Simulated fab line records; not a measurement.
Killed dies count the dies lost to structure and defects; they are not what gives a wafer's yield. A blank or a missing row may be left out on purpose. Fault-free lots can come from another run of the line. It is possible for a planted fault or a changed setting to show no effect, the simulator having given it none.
A lot that was struck, set against a sound lot    flow n5Finfet    15 out of 1938 route steps
Sound: these wafers, L361.1, L361.3. Wafers L369.3, L369.5, L369.6 were the ones struck. Last of all comes the cause.
Per side, at each step with rows, come the tool, then ch with its chambers, and then its first start. Under that, the readings that differ: sound wafers    struck wafers    difference of the means    sigmas: that difference in standard deviations of wafers without a fault.
alike: readings with means less than 2 such deviations apart, plus words and numbers identical on both sides. not compared: withheld readings, readings lacking a value on some wafer, bounds such as >300 that could conceal the same value, and numbers that have no deviation in the record and whose values overlap.
The two part at a step that has a row with sigmas, a row that says differs or no value, or rows on one side only. Numbers that don't overlap but have no deviation are shown without sigmas and don't part them. Lack of a reading on every wafer of one side parts them only where that side has two or more wafers.

first, 5 steps without rows for these wafers: N5_SD_EPI_N_EBR_05; N5_SD_EPI_N_SOFTBAKE_04 (time 60 s); N5_SD_EPI_N_EXPOSE_06 (exposes mask SD N BLK, target cd 120 nm); N5_SD_EPI_N_PEB_07 (peb time 60 s); N5_SD_EPI_N_DEVELOP_08 (develop time 30 s).
N5_SD_EPI_N_CD_MEAS_09: the cd target is 120 nm.
  sound on cdSem-01 ch 0, day 5 07:17; struck on cdSem-02 ch 0, day 7 07:28
  alike: cdNm
N5_SD_EPI_N_OVL_MEAS_10:
  sound on overlay-01 ch 0, day 5 07:19; struck on overlay-02 ch 0, day 7 07:29
  alike: SD_N_BLK_OVL
N5_SD_EPI_N_INSPECT_11: inspects for defects (macro).
  struck on defectInspect-01, day 7 07:31; sound on defectInspect-02, day 5 07:20
  alike: rawDefectCount
N5_SD_EPI_N_DESCUM_14: chemistry O2, time 7.9 s.
  sound on rieDiel-06 ch 0,2, day 5 07:29; struck on rieDiel-04 ch 2,3, day 7 07:33
  alike: drypumpMotorCurrentA, oesProductAu, rfVppV, showerheadPlenumPTorr, throttleValvePct
  not compared: rfHoursCounterH
N5_SD_EPI_N_ETCH_34: etches SiARC in CF4, target depth 45.5 nm, time 75.8 s.
  sound on rieDiel-06 ch 0,2, day 5 07:31; struck on rieDiel-04 ch 2,3, day 7 07:35
  alike: cf4FlowSccm, drypumpMotorCurrentA, etchRfOnTimeS, oesProductAu, rfVppV, showerheadPlenumPTorr, throttleValvePct
  not compared: rfHoursCounterH
N5_SD_EPI_N_ETCH_35: etches SOC in N2/H2, overetch 108 nm, time 486 s.
  sound on rieDiel-06 ch 0,2, day 5 07:34; struck on rieDiel-04 ch 2,3, day 7 07:38
  alike: drypumpMotorCurrentA, oesProductAu, rfVppV, showerheadPlenumPTorr, throttleValvePct
  not compared: rfHoursCounterH
then, 1 step without rows for these wafers: N5_SD_EPI_N_STRIP_36 (strips in N2/H2).
N5_SD_EPI_N_ETCHBACK_44: etches SiNx in CH3F/O2, stops on SiO2, target depth 14.5 nm.
  sound on rieDiel-06 ch 0,2, day 5 07:53; struck on rieDiel-04 ch 2,3, day 7 07:58
reading       sound    struck                   difference  sigmas
overEtchFrac  0.3 0.3  0.30818 0.30818 0.30818  +0.00818    
  alike: drypumpMotorCurrentA, oesProductAu, rfVppV, showerheadPlenumPTorr, throttleValvePct
  not compared: rfHoursCounterH
N5_SD_EPI_N_ETCH_45: etches SiOCN in CH3F/O2, target depth 6 nm.
  sound on rieDiel-06 ch 0,2, day 5 07:59; struck on rieDiel-04 ch 2,3, day 7 08:04
  alike: drypumpMotorCurrentA, oesProductAu, rfVppV, showerheadPlenumPTorr, throttleValvePct
  not compared: rfHoursCounterH
-- the record jumps here: 6 days lie between the struck wafers' starts before and after (it left off in module SD_EPI_N and takes up again in module BEOL_M4, whose first step shown is number 1111 of the route) --
N5_BEOL_M4_RC_MEAS_101:
  sound on prober-01 ch 0, day 10 17:41; struck on prober-02 ch 0, day 13 11:28
  alike: DIBL_N, DIBL_P, IOFF_N, IOFF_P, ION_N, ION_P, SS_N, SS_P, VT_N, VT_P

## WHERE THEY PART
Nowhere in this record.

WHY: whatever the simulator had introduced
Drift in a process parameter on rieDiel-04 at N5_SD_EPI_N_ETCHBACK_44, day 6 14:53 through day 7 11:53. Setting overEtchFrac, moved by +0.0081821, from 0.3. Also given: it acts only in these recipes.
